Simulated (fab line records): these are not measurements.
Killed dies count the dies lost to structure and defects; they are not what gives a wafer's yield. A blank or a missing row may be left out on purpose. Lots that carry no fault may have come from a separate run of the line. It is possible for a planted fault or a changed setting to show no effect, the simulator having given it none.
fab line records	flow nand-harc	part 1 of 2: steps 1 to 32 of 44
[record] lots = 5	wafers = 15	last-day = 25
route steps=1159 shown P_GATE@172
lots that met no fault: from a run of the same line without faults
start-h: start of the lot's first displayed wafer, in hours after the record's first day	wait-h: how many hours have passed since the lot's step before this one	" unchanged from the row above	L1.1+2: one row covering several wafers at once	- no value, or no start given	* or withheld: withheld	< > ~ a bound
route shown NAME@n: NAME is a module with steps in the file, n the number in the route of the first one	usual: the fault-free wafers' mean and standard deviation	same: alike in all rows	chamber/n: place in a boat	sites: readings site by site	_std_site: their standard deviation	_edge_site: mean of outer sites minus mean of inner sites	radius-mm: for every site, how far away it sits from the centre of the wafer	mask NAME#n: copy n	behind: the most recent tool/chamber to have shaped the wafer	hold: cause of the lot's hold/its duration in hours/its outcome	device: which transistor (n, p or np) failed to switch	end of line: at the end of the route, the tests of the same wafers	where a step has no rows: the recipe by itself	killed: not the wafer's yield, but the dies lost to structure and defects at the first sort	map: a wafer's dies, x killed, . not, _ none there
set.NAME: the setting that was run; set.NAME@STEP: the one run at that earlier step	model.NAME: the simulator's own value behind a step, which no gauge read
certain route steps with their lots: each step a table, each wafer a row
services: the hour from which a tool's chamber was out of use, counted from the record's first day as start-h (under 0 if before that day), plus the number of hours and why
[[steps]]
[step NHARC_P_GATE_DESCUM_48]
[recipe] time-s = 3	o2-flow-sccm = 200	ar-flow-sccm = 0	bias-power-w = 0	chemistry = O2
[usual] drypump-motor-current-A = 5.7/0.3	oes-product-au = 0.996/0.013	rf-vpp-V = 57.7/0.91	showerhead-plenum-p-Torr = 1.89/0.097	throttle-valve-pct = 11.311/0.0092
lot.wafer	tool	chamber	start-h	wait-h	drypump-motor-current-A	oes-product-au	rf-hours-counter-h	rf-vpp-V	showerhead-plenum-p-Torr	throttle-valve-pct
L074.4	rie-diel-06	1	103.85	-	5.8	1.009	7	57.3	1.92	11.312
L074.3	"	2	"	"	5.6	0.985	7	57.8	2.03	11.306
L074.5	"	0	"	"	5.4	0.995	-	56.3	1.84	11.300
L076.2	rie-diel-13	2	124.48	-	5.2	0.998	5	58.7	2.07	11.316
L076.4	"	1	"	"	5.8	0.997	5	58.2	1.84	11.317
L076.5	"	3	"	"	6.1	0.980	-	58.3	1.80	11.317
L080.4	rie-diel-06	0	141.71	-	5.4	0.984	14	58.6	1.84	11.305
L080.3	"	1	"	"	5.8	1.002	15	58.4	1.92	11.299
L080.2	"	2	"	"	5.6	0.992	15	57.4	2.02	11.321
L084.4	rie-diel-06	2	160.83	-	5.6	0.999	17	57.3	2.02	11.315
L084.3	"	3	"	"	6.1	1.017	17	58.3	1.78	11.314
L084.5	"	1	"	"	5.8	1.007	-	58.5	1.92	11.312
L097.3	rie-diel-13	0	243.72	-	5.9	0.986	48	57.7	1.91	11.316
L097.1	"	1	"	"	5.8	1.001	52	56.7	1.83	11.331
L097.6	"	3	"	"	6.1	0.994	-	57.1	1.78	11.306
[step NHARC_P_GATE_IMPLANT_49]
[recipe] energy-kev = 30	dose-cm2 = 3e+15	tilt-deg = 7
lot.wafer	tool	chamber	start-h	wait-h
L074.3+4+5	implanter-02	0	104.03	0.2
L076.2+4+5	implanter-02	0	124.66	0.2
L080.2+3+4	implanter-02	0	141.87	0.1
L084.3+4+5	implanter-02	0	161.01	0.2
L097.1+3+6	implanter-02	0	243.84	0.1
[step NHARC_P_GATE_STRIP_111]
[recipe] power-w = 1500	temp-c = 110	time-s = 250	chemistry = N2/H2
[usual] drypump-motor-current-A = 5.6/0.4	heater-power-w = 90/11	rf-refl-power-W = 22.8/3
lot.wafer	tool	chamber	start-h	wait-h	drypump-motor-current-A	heater-power-w	rf-hours-counter-h	rf-refl-power-W
L074.3	plasma-asher-02	0	104.29	0.2	5.7	106	-	21.1
L074.4	"	1	"	"	5.1	77	-	26.9
L074.5	"	0	"	"	5.7	107	-	21.1
L076.2	plasma-asher-01	1	124.95	0.3	6.2	93	4	23.5
L076.4	"	1	"	"	6.2	90	-	23.0
L076.5	"	1	"	"	6.2	93	-	23.8
L080.2	plasma-asher-02	1	143.14	1.2	5.1	78	44	26.6
L080.4	"	0	"	"	5.7	101	-	21.9
L080.3	"	1	"	"	5.1	78	-	26.5
L084.4	plasma-asher-01	1	161.27	0.2	6.2	92	-	24.1
L084.3	"	0	"	"	5.5	89	-	18.9
L084.5	"	0	"	"	5.5	85	-	18.8
L097.1	plasma-asher-01	0	244.07	0.2	5.6	85	44	18.0
L097.3	"	0	"	"	5.6	85	-	18.1
L097.6	"	1	"	"	6.2	91	-	23.8
[step NHARC_P_GATE_STRIP_75]
[recipe] power-w = 1500	temp-c = 250	chemistry = O2
[usual] drypump-motor-current-A = 5.6/0.4	heater-power-w = 336/43	rf-refl-power-W = 23/3.1
lot.wafer	tool	chamber	start-h	wait-h	drypump-motor-current-A	heater-power-w	rf-hours-counter-h	rf-refl-power-W
L074.3	plasma-asher-02	0	104.51	0.2	5.7	404	-	21
L074.4	"	1	"	"	5.1	289	-	27
L074.5	"	0	"	"	5.7	406	-	21
L076.2	plasma-asher-01	1	125.21	0.2	6.2	358	4	24
L076.4	"	1	"	"	6.2	351	-	23
L076.5	"	1	"	"	6.2	342	-	23
L080.2	plasma-asher-02	1	143.40	0.2	5.1	286	45	27
L080.4	"	0	"	"	5.7	395	-	21
L080.3	"	1	"	"	5.1	288	-	26
L084.4	plasma-asher-01	1	161.50	0.2	6.2	342	-	23
L084.3	"	0	"	"	5.5	313	-	18
L084.5	"	0	"	"	5.6	321	-	18
L097.1	plasma-asher-01	0	244.36	0.2	5.6	326	44	18
L097.3	"	0	"	"	5.6	324	-	18
L097.6	"	1	"	"	6.2	351	-	23
[step NHARC_P_GATE_STRIP_50]
[recipe] time-s = 900	temp-c = 130	chemistry = SPM
lot.wafer	tool	chamber	start-h	wait-h
L074.4+5+3	wet-bench-05	7,1,2	104.64	0.1
L076.2+5+4	wet-bench-05	3,5,7	125.36	0.1
L080.3+4+2	wet-bench-05	3,4,6	143.54	0.1
L084.4+3+5	wet-bench-04	7,2,3	161.62	0.1
L097.1+6+3	wet-bench-05	5,6,1	244.51	0.1
[step NHARC_P_GATE_DEHYDRATE_51]
[recipe] temp-c = 150	time-s = 120
lot.wafer	tool	chamber	start-h	wait-h
L074.3+4+5	litho-track-05	0	104.99	-
L076.2+4+5	litho-track-03	0	125.70	-
L080.2+3+4	litho-track-03	0	143.90	-
L084.3+4+5	litho-track-03	0	161.97	-
L097.1+3+6	litho-track-02	0	244.86	-
[step NHARC_P_GATE_HMDS_52]
[recipe] time-s = 30
lot.wafer	tool	chamber	start-h	wait-h
L074.3+4+5	litho-track-05	0	-	-
L076.2+4+5	litho-track-03	0	-	-
L080.2+3+4	litho-track-03	0	-	-
L084.3+4+5	litho-track-03	0	-	-
L097.1+3+6	litho-track-02	0	-	-
[step NHARC_P_GATE_COAT_53]
[recipe] spin-rpm = 3000
lot.wafer	tool	chamber	start-h	wait-h
L074.3+4+5	litho-track-05	0	-	-
L076.2+4+5	litho-track-03	0	-	-
L080.2+3+4	litho-track-03	0	-	-
L084.3+4+5	litho-track-03	0	-	-
L097.1+3+6	litho-track-02	0	-	-
[step NHARC_P_GATE_SOFTBAKE_54]
[recipe] temp-c = 122	time-s = 95
lot.wafer	tool	chamber	start-h	wait-h
L074.3+4+5	litho-track-05	0	-	-
L076.2+4+5	litho-track-03	0	-	-
L080.2+3+4	litho-track-03	0	-	-
L084.3+4+5	litho-track-03	0	-	-
L097.1+3+6	litho-track-02	0	-	-
[step NHARC_P_GATE_EBR_55]
lot.wafer	tool	chamber	start-h	wait-h
L074.3+4+5	litho-track-05	0	-	-
L076.2+4+5	litho-track-03	0	-	-
L080.2+3+4	litho-track-03	0	-	-
L084.3+4+5	litho-track-03	0	-	-
L097.1+3+6	litho-track-02	0	-	-
[step NHARC_P_GATE_EXPOSE_56]
[recipe] na = 0.6	target-cd-nm = 720	dose-mj = 14.81	mask-id = P_PSD
[usual] exposure-dose-mJ-cm2 = 14.804/0.014	reticle-temp-C = 23.01/0.11
lot.wafer	tool	chamber	start-h	wait-h	mask	exposure-dose-mJ-cm2	reticle-temp-C
L074.3	krf-scanner-01	0	105.14	-	P_PSD#0	14.815	23.02
L074.4	"	0	"	"	P_PSD#0	14.809	23.11
L074.5	"	0	"	"	P_PSD#0	14.800	23.13
L076.2	krf-scanner-02	0	125.98	-	P_PSD#0	14.801	23.08
L076.4	"	0	"	"	P_PSD#0	14.788	23.12
L076.5	"	0	"	"	P_PSD#0	14.780	23.16
L080.2	krf-scanner-02	0	144.17	-	P_PSD#0	14.812	22.92
L080.3	"	0	"	"	P_PSD#0	14.810	23.13
L080.4	"	0	"	"	P_PSD#0	14.805	23.04
L084.3	krf-scanner-03	0	162.13	-	P_PSD#0	14.805	23.05
L084.4	"	0	"	"	P_PSD#0	14.818	23.04
L084.5	"	0	"	"	P_PSD#0	14.788	23.00
L097.1	krf-scanner-01	0	245.13	-	P_PSD#0	14.771	22.81
L097.3	"	0	"	"	P_PSD#0	14.787	22.95
L097.6	"	0	"	"	P_PSD#0	14.791	22.97
[step NHARC_P_GATE_PEB_57]
[recipe] peb-temp-c = 118	peb-time-s = 85
lot.wafer	tool	chamber	start-h	wait-h
L074.3+4+5	litho-track-05	0	105.20	0.0
L076.2+4+5	litho-track-05	0	126.04	0.1
L080.2+3+4	litho-track-02	0	144.24	0.1
L084.3+4+5	litho-track-05	0	162.19	0.1
L097.1+3+6	litho-track-05	0	245.20	0.1
[step NHARC_P_GATE_DEVELOP_58]
[recipe] time-s = 70
lot.wafer	tool	chamber	start-h	wait-h
L074.3+4+5	litho-track-05	0	-	-
L076.2+4+5	litho-track-05	0	-	-
L080.2+3+4	litho-track-02	0	-	-
L084.3+4+5	litho-track-05	0	-	-
L097.1+3+6	litho-track-05	0	-	-
[step NHARC_P_GATE_CD_MEAS_59]
[recipe] target-cd-nm = 720	landing-energy-ev = 500
[usual] cd-nm = 719.6/2
lot.wafer	tool	chamber	start-h	wait-h	cd-nm
L074.3	cd-sem-01	0	105.29	-	721.1
L074.4	"	0	"	"	720.1
L074.5	"	0	"	"	722.1
L076.2	cd-sem-02	0	126.13	-	721.3
L076.4	"	0	"	"	718.7
L076.5	"	0	"	"	722.3
L080.2	cd-sem-01	0	144.33	-	716.2
L080.3	"	0	"	"	717.4
L080.4	"	0	"	"	722.7
L084.3	cd-sem-02	0	162.28	-	720.9
L084.4	"	0	"	"	719.3
L084.5	"	0	"	"	717.0
L097.1	cd-sem-02	0	245.28	-	719.5
L097.3	"	0	"	"	721.7
L097.6	"	0	"	"	722.2
[step NHARC_P_GATE_HARDBAKE_60]
[recipe] temp-c = 125	time-s = 80
lot.wafer	tool	chamber	start-h	wait-h
L074.3+4+5	litho-track-05	0	105.37	-
L076.2+4+5	litho-track-02	0	126.21	-
L080.2+3+4	litho-track-02	0	144.41	-
L084.3+4+5	litho-track-02	0	162.36	-
L097.1+3+6	litho-track-02	0	245.36	-
[step NHARC_P_GATE_DESCUM_61]
[recipe] time-s = 3	o2-flow-sccm = 200	ar-flow-sccm = 0	bias-power-w = 0	chemistry = O2
[usual] drypump-motor-current-A = 5.8/0.31	oes-product-au = 0.997/0.013	rf-vpp-V = 57.6/0.93	showerhead-plenum-p-Torr = 1.88/0.086	throttle-valve-pct = 11.310/0.0086
lot.wafer	tool	chamber	start-h	wait-h	drypump-motor-current-A	oes-product-au	rf-hours-counter-h	rf-vpp-V	showerhead-plenum-p-Torr	throttle-valve-pct
L074.3	rie-diel-06	3	105.48	-	6.0	1.015	6	56.8	1.78	11.307
L074.4	"	2	"	"	5.6	0.995	7	59.4	2.03	11.321
L074.5	"	3	"	"	6.0	1.022	-	57.5	1.78	11.317
L076.2	rie-diel-06	3	126.30	-	6.1	1.004	12	57.1	1.78	11.328
L076.4	"	0	"	"	5.4	0.979	11	57.2	1.84	11.317
L076.5	"	2	"	"	5.6	0.980	-	58.8	2.03	11.309
L080.2	rie-diel-03	0	144.49	-	6.1	0.993	36	57.8	1.86	11.308
L080.3	"	2	"	"	5.9	1.009	35	57.6	1.79	11.304
L080.4	"	1	"	"	6.4	0.990	-	59.5	1.87	11.298
L084.3	rie-diel-06	3	162.74	-	6.0	1.011	18	56.8	1.78	11.301
L084.4	"	0	"	"	5.4	0.980	17	56.7	1.84	11.311
L084.5	"	0	"	"	5.4	0.992	-	58.2	1.84	11.320
L097.1	rie-diel-13	0	245.44	-	5.9	0.987	49	56.7	1.91	11.306
L097.3	"	2	"	"	5.2	1.002	47	59.8	2.06	11.316
L097.6	"	0	"	"	5.9	0.979	-	56.9	1.91	11.314
[step NHARC_P_GATE_IMPLANT_62]
[recipe] energy-kev = 20	dose-cm2 = 3e+15	tilt-deg = 7
lot.wafer	tool	chamber	start-h	wait-h
L074.3+4+5	implanter-01	0	105.68	0.2
L076.2+4+5	implanter-01	0	126.46	0.2
L080.2+3+4	implanter-02	0	144.69	0.2
L084.3+4+5	implanter-02	0	162.95	0.2
L097.1+3+6	implanter-02	0	245.60	0.1
[step NHARC_P_GATE_STRIP_112]
[recipe] power-w = 1500	temp-c = 110	time-s = 200	chemistry = N2/H2
[usual] drypump-motor-current-A = 5.6/0.4	heater-power-w = 90/11	rf-refl-power-W = 23/3.1
lot.wafer	tool	chamber	start-h	wait-h	drypump-motor-current-A	heater-power-w	rf-hours-counter-h	rf-refl-power-W
L074.4	plasma-asher-02	0	105.93	0.2	5.8	102	-	22
L074.3	"	1	"	"	5.1	79	-	27
L074.5	"	1	"	"	5.1	78	-	27
L076.2	plasma-asher-01	0	126.70	0.2	5.6	86	5	18
L076.4	"	0	"	"	5.6	88	-	19
L076.5	"	0	"	"	5.5	85	-	18
L080.2	plasma-asher-01	1	144.87	0.2	6.2	91	9	24
L080.4	"	1	"	"	6.1	90	-	23
L080.3	"	0	"	"	5.5	87	-	19
L084.3	plasma-asher-02	1	163.20	0.2	5.1	75	-	26
L084.4	"	0	"	"	5.7	105	-	21
L084.5	"	1	"	"	5.1	78	-	26
L097.1	plasma-asher-02	0	245.83	0.2	5.7	103	17	22
L097.3	"	0	"	"	5.7	105	-	22
L097.6	"	1	"	"	5.1	74	-	27
[step NHARC_P_GATE_STRIP_76]
[recipe] power-w = 1500	temp-c = 250	chemistry = O2
[usual] drypump-motor-current-A = 5.6/0.39	heater-power-w = 336/41	rf-refl-power-W = 23/3
lot.wafer	tool	chamber	start-h	wait-h	drypump-motor-current-A	heater-power-w	rf-hours-counter-h	rf-refl-power-W
L074.4	plasma-asher-02	0	106.13	0.2	5.7	400	-	21
L074.3	"	1	"	"	5.1	292	-	26
L074.5	"	1	"	"	5.1	286	-	27
L076.2	plasma-asher-01	0	126.93	0.2	5.6	316	5	18
L076.4	"	0	"	"	5.5	319	-	19
L076.5	"	0	"	"	5.5	323	-	18
L080.2	plasma-asher-01	1	145.13	0.2	6.2	338	9	24
L080.4	"	1	"	"	6.2	340	-	23
L080.3	"	0	"	"	5.6	319	-	18
L084.3	plasma-asher-02	1	163.40	0.2	5.1	288	-	26
L084.4	"	0	"	"	5.7	396	-	22
L084.5	"	1	"	"	5.1	286	-	26
L097.1	plasma-asher-02	0	246.08	0.2	5.7	390	17	21
L097.3	"	0	"	"	5.7	390	-	21
L097.6	"	1	"	"	5.1	281	-	27
[step NHARC_P_GATE_STRIP_63]
[recipe] time-s = 900	temp-c = 130	chemistry = SPM
lot.wafer	tool	chamber	start-h	wait-h
L074.3+5+4	wet-bench-04	3,4,7	106.26	0.1
L076.2+4+5	wet-bench-05	1,2,5	127.06	0.1
L080.4+2+3	wet-bench-04	7,1,4	145.27	0.1
L084.5+3+4	wet-bench-05	5,6,1	163.52	0.1
L097.1+3+6	wet-bench-04	5,6,0	246.24	0.1
[step NHARC_P_GATE_DEHYDRATE_83]
[recipe] temp-c = 150	time-s = 120
lot.wafer	tool	chamber	start-h	wait-h
L074.3+4+5	litho-track-02	0	106.60	-
L076.2+4+5	litho-track-02	0	127.41	-
L080.2+3+4	litho-track-02	0	145.63	-
L084.3+4+5	litho-track-05	0	163.88	-
L097.1+3+6	litho-track-02	0	246.59	-
[step NHARC_P_GATE_HMDS_84]
[recipe] time-s = 30
lot.wafer	tool	chamber	start-h	wait-h
L074.3+4+5	litho-track-02	0	-	-
L076.2+4+5	litho-track-02	0	-	-
L080.2+3+4	litho-track-02	0	-	-
L084.3+4+5	litho-track-05	0	-	-
L097.1+3+6	litho-track-02	0	-	-
[step NHARC_P_GATE_COAT_85]
[recipe] spin-rpm = 3000
lot.wafer	tool	chamber	start-h	wait-h
L074.3+4+5	litho-track-02	0	-	-
L076.2+4+5	litho-track-02	0	-	-
L080.2+3+4	litho-track-02	0	-	-
L084.3+4+5	litho-track-05	0	-	-
L097.1+3+6	litho-track-02	0	-	-
[step NHARC_P_GATE_SOFTBAKE_86]
[recipe] temp-c = 122	time-s = 95
lot.wafer	tool	chamber	start-h	wait-h
L074.3+4+5	litho-track-02	0	-	-
L076.2+4+5	litho-track-02	0	-	-
L080.2+3+4	litho-track-02	0	-	-
L084.3+4+5	litho-track-05	0	-	-
L097.1+3+6	litho-track-02	0	-	-
[step NHARC_P_GATE_EBR_87]
lot.wafer	tool	chamber	start-h	wait-h
L074.3+4+5	litho-track-02	0	-	-
L076.2+4+5	litho-track-02	0	-	-
L080.2+3+4	litho-track-02	0	-	-
L084.3+4+5	litho-track-05	0	-	-
L097.1+3+6	litho-track-02	0	-	-
[step NHARC_P_GATE_EXPOSE_88]
[recipe] na = 0.6	target-cd-nm = 2000	dose-mj = 11.87	mask-id = P_HVN
[usual] exposure-dose-mJ-cm2 = 11.869/0.011	reticle-temp-C = 22.99/0.095
lot.wafer	tool	chamber	start-h	wait-h	mask	exposure-dose-mJ-cm2	reticle-temp-C
L074.3	krf-scanner-01	0	106.76	-	P_HVN#0	11.888	23.04
L074.4	"	0	"	"	P_HVN#0	11.867	23.09
L074.5	"	0	"	"	P_HVN#0	11.853	23.17
L076.2	krf-scanner-01	0	127.56	-	P_HVN#0	11.857	23.11
L076.4	"	0	"	"	P_HVN#0	11.885	23.19
L076.5	"	0	"	"	P_HVN#0	11.878	22.83
L080.2	krf-scanner-03	0	145.90	-	P_HVN#0	11.883	22.98
L080.3	"	0	"	"	P_HVN#0	11.868	22.83
L080.4	"	0	"	"	P_HVN#0	11.864	22.88
L084.3	krf-scanner-03	0	164.03	-	P_HVN#0	11.855	23.00
L084.4	"	0	"	"	P_HVN#0	11.881	22.94
L084.5	"	0	"	"	P_HVN#0	11.892	22.87
L097.1	krf-scanner-02	0	246.86	-	P_HVN#0	11.867	23.19
L097.3	"	0	"	"	P_HVN#0	11.866	23.05
L097.6	"	0	"	"	P_HVN#0	11.875	23.04
[step NHARC_P_GATE_PEB_89]
[recipe] peb-temp-c = 118	peb-time-s = 85
lot.wafer	tool	chamber	start-h	wait-h
L074.3+4+5	litho-track-02	0	106.81	0.1
L076.2+4+5	litho-track-02	0	127.62	0.1
L080.2+3+4	litho-track-05	0	145.96	0.1
L084.3+4+5	litho-track-05	0	164.09	0.1
L097.1+3+6	litho-track-02	0	246.92	0.1
[step NHARC_P_GATE_DEVELOP_90]
[recipe] time-s = 70
lot.wafer	tool	chamber	start-h	wait-h
L074.3+4+5	litho-track-02	0	-	-
L076.2+4+5	litho-track-02	0	-	-
L080.2+3+4	litho-track-05	0	-	-
L084.3+4+5	litho-track-05	0	-	-
L097.1+3+6	litho-track-02	0	-	-
[step NHARC_P_GATE_CD_MEAS_91]
[recipe] target-cd-nm = 2000	landing-energy-ev = 500
[usual] cd-nm = 1999.2/2.2
lot.wafer	tool	chamber	start-h	wait-h	cd-nm
L074.3	cd-sem-03	0	106.91	-	2000.2
L074.4	"	0	"	"	1997.5
L074.5	"	0	"	"	1998.0
L076.2	cd-sem-03	0	127.71	-	1998.2
L076.4	"	0	"	"	1999.0
L076.5	"	0	"	"	1996.9
L080.2	cd-sem-03	0	146.05	-	1997.5
L080.3	"	0	"	"	1999.7
L080.4	"	0	"	"	1996.8
L084.3	cd-sem-03	0	164.18	-	1998.1
L084.4	"	0	"	"	2001.7
L084.5	"	0	"	"	1997.8
L097.1	cd-sem-02	0	247.01	-	1999.1
L097.3	"	0	"	"	1996.5
L097.6	"	0	"	"	1996.8
[step NHARC_P_GATE_HARDBAKE_92]
[recipe] temp-c = 125	time-s = 80
lot.wafer	tool	chamber	start-h	wait-h
L074.3+4+5	litho-track-05	0	106.99	-
L076.2+4+5	litho-track-02	0	127.79	-
L080.2+3+4	litho-track-05	0	146.13	-
L084.3+4+5	litho-track-05	0	164.26	-
L097.1+3+6	litho-track-03	0	247.09	-
[step NHARC_P_GATE_DESCUM_93]
[recipe] time-s = 3	o2-flow-sccm = 200	ar-flow-sccm = 0	bias-power-w = 0	chemistry = O2
[usual] drypump-motor-current-A = 5.8/0.32	oes-product-au = 0.997/0.013	rf-vpp-V = 57.8/0.93	showerhead-plenum-p-Torr = 1.89/0.093	throttle-valve-pct = 11.311/0.0084
lot.wafer	tool	chamber	start-h	wait-h	drypump-motor-current-A	oes-product-au	rf-hours-counter-h	rf-vpp-V	showerhead-plenum-p-Torr	throttle-valve-pct
L074.3	rie-diel-06	1	107.07	-	5.8	1.006	8	57.7	1.92	11.303
L074.4	"	2	"	"	5.6	0.989	8	57.4	2.03	11.316
L074.5	"	0	"	"	5.4	0.983	-	56.2	1.84	11.304
L076.4	rie-diel-06	2	127.87	-	5.6	0.989	13	58.8	2.03	11.304
L076.2	"	1	"	"	5.8	1.007	12	58.6	1.92	11.306
L076.5	"	3	"	"	6.0	1.006	-	58.7	1.78	11.294
L080.2	rie-diel-03	0	146.21	-	6.1	0.980	36	57.6	1.86	11.306
L080.4	"	2	"	"	5.9	1.001	35	58.1	1.79	11.317
L080.3	"	3	"	"	6.2	0.988	29	58.4	2.00	11.307
L084.3	rie-diel-13	3	164.35	-	6.1	0.990	16	58.7	1.79	11.315
L084.4	"	1	"	"	5.8	0.997	21	57.7	1.84	11.305
L084.5	"	3	"	"	6.1	0.999	-	56.7	1.79	11.317
L097.3	rie-diel-03	3	247.20	-	6.2	0.987	8	58.7	1.99	11.297
L097.1	"	0	"	"	6.1	1.002	8	57.0	1.85	11.315
L097.6	"	2	"	"	5.9	0.987	-	56.7	1.78	11.301
[step NHARC_P_GATE_IMPLANT_94]
[recipe] energy-kev = 60	dose-cm2 = 2e+15	tilt-deg = 7
lot.wafer	tool	chamber	start-h	wait-h
L074.3+4+5	implanter-02	0	107.27	0.2
L076.2+4+5	implanter-02	0	128.04	0.1
L080.2+3+4	implanter-02	0	146.39	0.2
L084.3+4+5	implanter-02	0	164.54	0.2
L097.1+3+6	implanter-02	0	247.32	0.1
